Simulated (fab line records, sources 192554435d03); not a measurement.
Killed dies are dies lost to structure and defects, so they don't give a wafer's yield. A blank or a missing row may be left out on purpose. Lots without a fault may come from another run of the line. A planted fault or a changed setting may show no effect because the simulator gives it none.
Split-lot experiment | flow n5_finfet | 7 lots, 39 wafers read, on a route of 1938 steps

THE SPLIT
At N5_BEOL_M1_ILD_DEP_00 (deposits SiOC from DEMS/O2, target thk 79 nm, time 15.3 s), the setting time_s was moved away from the recipe's 15.3 s on 15 of the 39 wafers read, by -47.9% to +54.9%. The other wafers ran this setting at the recipe's value.

The file shows no step between the split and the reading.

THE READING
M1_ILD_THK, in nm, at N5_BEOL_M1_THK_MEAS_01. Fault-free wafers of this fab line usually give 78.9 nm, standard deviation 1.2 nm.

wafer  | tool, chamber at the split | time_s as run, s | against the recipe | M1_ILD_THK, nm | against lot-mates on the recipe
L074.1 | pecvd-03, 1                | 21.29            | +39.2%             | 109.1          | +28.3
L074.2 | pecvd-03, 0                | 21.29            | +39.2%             | 110.8          | +30.0
L074.3 | pecvd-03, 0                | 15.3             | recipe             | 80.6           | -
L074.4 | pecvd-03, 1                | 15.3             | recipe             | 79.8           | -
L074.5 | pecvd-03, 0                | 15.3             | recipe             | 81.9           | -
L074.6 | pecvd-03, 1                | 21.29            | +39.2%             | 111.0          | +30.2
L075.1 | pecvd-04, 0                | 15.3             | recipe             | 78.4           | -
L075.2 | pecvd-04, 1                | 15.3             | recipe             | 77.0           | -
L075.3 | pecvd-04, 2                | 7.975            | -47.9%             | 41.1           | -36.9
L075.4 | pecvd-04, 2                | 7.975            | -47.9%             | 40.8           | -37.2
L075.5 | pecvd-04, 0                | 7.975            | -47.9%             | 41.6           | -36.4
L075.6 | pecvd-04, 1                | 15.3             | recipe             | 78.7           | -
L078.1 | pecvd-04, 2                | 15.3             | recipe             | 78.9           | -
L078.2 | pecvd-04, 1                | 15.3             | recipe             | 78.6           | -
L078.6 | pecvd-04, 2                | 15.3             | recipe             | 80.4           | -
L079.1 | pecvd-04, 0,1              | 15.3             | recipe             | 77.6           | -
L079.2 | pecvd-04, 2                | 12.98            | -15.2%             | 67.1           | -11.3
L079.3 | pecvd-04, 0,1              | 15.3             | recipe             | 77.7           | -
L079.4 | pecvd-04, 0                | 12.98            | -15.2%             | 67.5           | -10.9
L079.5 | pecvd-04, 2                | 15.3             | recipe             | 79.8           | -
L079.6 | pecvd-04, 1                | 12.98            | -15.2%             | 66.8           | -11.6
L081.1 | pecvd-03, 2                | 23.7             | +54.9%             | 121.5          | +41.6
L081.2 | pecvd-03, 0,2              | 23.7             | +54.9%             | 122.7          | +42.8
L081.3 | pecvd-03, 1                | 15.3             | recipe             | 79.2           | -
L081.4 | pecvd-03, 0                | 15.3             | recipe             | 80.7           | -
L081.5 | pecvd-03, 0,2              | 23.7             | +54.9%             | 122.6          | +42.7
L081.6 | pecvd-03, 1                | 15.3             | recipe             | 79.7           | -
L085.1 | pecvd-01, 2                | 8.286            | -45.8%             | 42.8           | -35.4
L085.2 | pecvd-01, 1                | 15.3             | recipe             | 76.8           | -
L085.3 | pecvd-01, 0                | 8.286            | -45.8%             | 41.6           | -36.6
L085.4 | pecvd-01, 1                | 15.3             | recipe             | 77.6           | -
L085.5 | pecvd-01, 2                | 15.3             | recipe             | 80.3           | -
L085.6 | pecvd-01, 0                | 8.286            | -45.8%             | 42.6           | -35.6
L097.1 | pecvd-04, 0,1              | 15.3             | recipe             | 77.0           | -
L097.2 | pecvd-04, 0,1              | 15.3             | recipe             | 77.1           | -
L097.3 | pecvd-04, 2                | 15.3             | recipe             | 79.4           | -
L097.4 | pecvd-04, 1                | 15.3             | recipe             | 78.5           | -
L097.5 | pecvd-04, 2                | 15.3             | recipe             | 79.8           | -
L097.6 | pecvd-04, 0                | 15.3             | recipe             | 78.3           | -
Where a row lists several chambers, the file gives one row for several wafers and doesn't say which wafer went through which chamber.

THE FIT
A straight line over all 39 wafers: M1_ILD_THK changes by +0.793 nm for each +1% of time_s; r = +1.00; the points scatter about the line by 1.1 nm.
The same after taking each lot's own level away (the mean of its wafers on the recipe; 39 wafers): +0.77 nm for each +1%; r = +1.00; scatter 0.91 nm.
On that fit, the largest move of time_s shifts the reading by 42 nm.
The lots' own levels span 78.03 to 80.77 nm, that is 2.3 times the standard deviation above.
So the lot-to-lot level changes the slope little: the two slopes agree.
Check: with one of the wafers moved furthest among these (+54.9%) left out of the fit, the line predicts +42.3 nm for it against its lot-mates. It came out at +41.6 nm against them.

OTHER SPLITS ON THESE WAFERS
These wafers also went through other splits before the reading. Each is held against what the fit with the lots' levels taken away leaves over:
other split on the same wafers          | wafers away from the commonest value | r with M1_ILD_THK (lot level and that fit taken away)
N5_FIN_SAQP_HM_DEP_72 target_thk_a      | 12                                   | -0.30
N5_BEOL_M0_SAQP_HM_DEP_111 target_thk_a | 18                                   | -0.08

THE WHOLE CHAIN: every reading that the file lists as answering this split, in the file's order
step                   | what it does                                              | reading                                                                            | change (the file's fit)               | r (the file's)
N5_BEOL_M1_ILD_DEP_00  | deposits SiOC from DEMS/O2, target thk 79 nm, time 15.3 s | SiOC_of_BEOL_M1_ILD_DEP_00.thk_nm (the simulator's own value, which no gauge read) | +0.769 nm for each +1% of the setting | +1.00
N5_BEOL_M1_THK_MEAS_01 |                                                           | M1_ILD_THK                                                                         | +0.77 for each +1% of the setting     | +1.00

THE FILE'S OWN FIT
M1_ILD_THK changes by +0.77 nm for each +1% of time_s, r = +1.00.
